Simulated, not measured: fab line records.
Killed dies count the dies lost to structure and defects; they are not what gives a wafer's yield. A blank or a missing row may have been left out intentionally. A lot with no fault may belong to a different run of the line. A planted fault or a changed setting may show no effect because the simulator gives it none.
Chamber matching / flow nand_harc / 3 sister chambers for NHARC_A_SLIT_DEP_25 on pecvd-01
The step deposits SiO2, target thk 200 nm. 6 wafers are shown with their chamber, then 7 later ones without.

## EACH WAFER AND ITS CHAMBER
wafer=L081.4; chamber=0; showerhead_vpp_V (V)=1756; heater_power_w (W)=479
wafer=L082.3; chamber=0; showerhead_vpp_V (V)=1737; heater_power_w (W)=494
wafer=L087.3; chamber=2; showerhead_vpp_V (V)=1831; heater_power_w (W)=563
wafer=L087.6; chamber=2; showerhead_vpp_V (V)=1846; heater_power_w (W)=582
wafer=L090.1; chamber=1; showerhead_vpp_V (V)=1807; heater_power_w (W)=706
wafer=L090.3; chamber=1; showerhead_vpp_V (V)=1815; heater_power_w (W)=716

## WAFERS WITHOUT THEIR CHAMBER
wafer=L090.5; showerhead_vpp_V (V)=1829; heater_power_w (W)=584
wafer=L095.1; showerhead_vpp_V (V)=1876; heater_power_w (W)=556
wafer=L095.4; showerhead_vpp_V (V)=1846; heater_power_w (W)=601
wafer=L095.6; showerhead_vpp_V (V)=1806; heater_power_w (W)=616
wafer=L097.2; showerhead_vpp_V (V)=1830; heater_power_w (W)=657
wafer=L097.4; showerhead_vpp_V (V)=1886; heater_power_w (W)=565
wafer=L097.6; showerhead_vpp_V (V)=1859; heater_power_w (W)=569

## EACH ONE'S CHAMBER
wafer=L090.5; from the rows above=2; in truth=2
wafer=L095.1; from the rows above=2; in truth=2
wafer=L095.4; from the rows above=2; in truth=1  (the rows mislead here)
wafer=L095.6; from the rows above=2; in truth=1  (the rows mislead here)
wafer=L097.2; from the rows above=1; in truth=1
wafer=L097.4; from the rows above=2; in truth=2
wafer=L097.6; from the rows above=2; in truth=2
5 of 7 placed correctly. Number that these rows cannot place: 0. Wrongly placed: 2.
How it was worked out, from the rows above alone: a wafer's distance from a chamber is the root of the sum, over the readings, of the square of ((its reading less the chamber's mean) divided by the reading's scatter). If the next closest chamber is less than 2 further off than the closest, the wafer can't be placed; otherwise it belongs to the closest. For every chamber, the mean is computed from those of its wafers that are shown. The scatter is the square root of a quotient: the sum, over the shown wafers, of each reading's squared deviation from its chamber's mean, divided by wafers minus chambers.
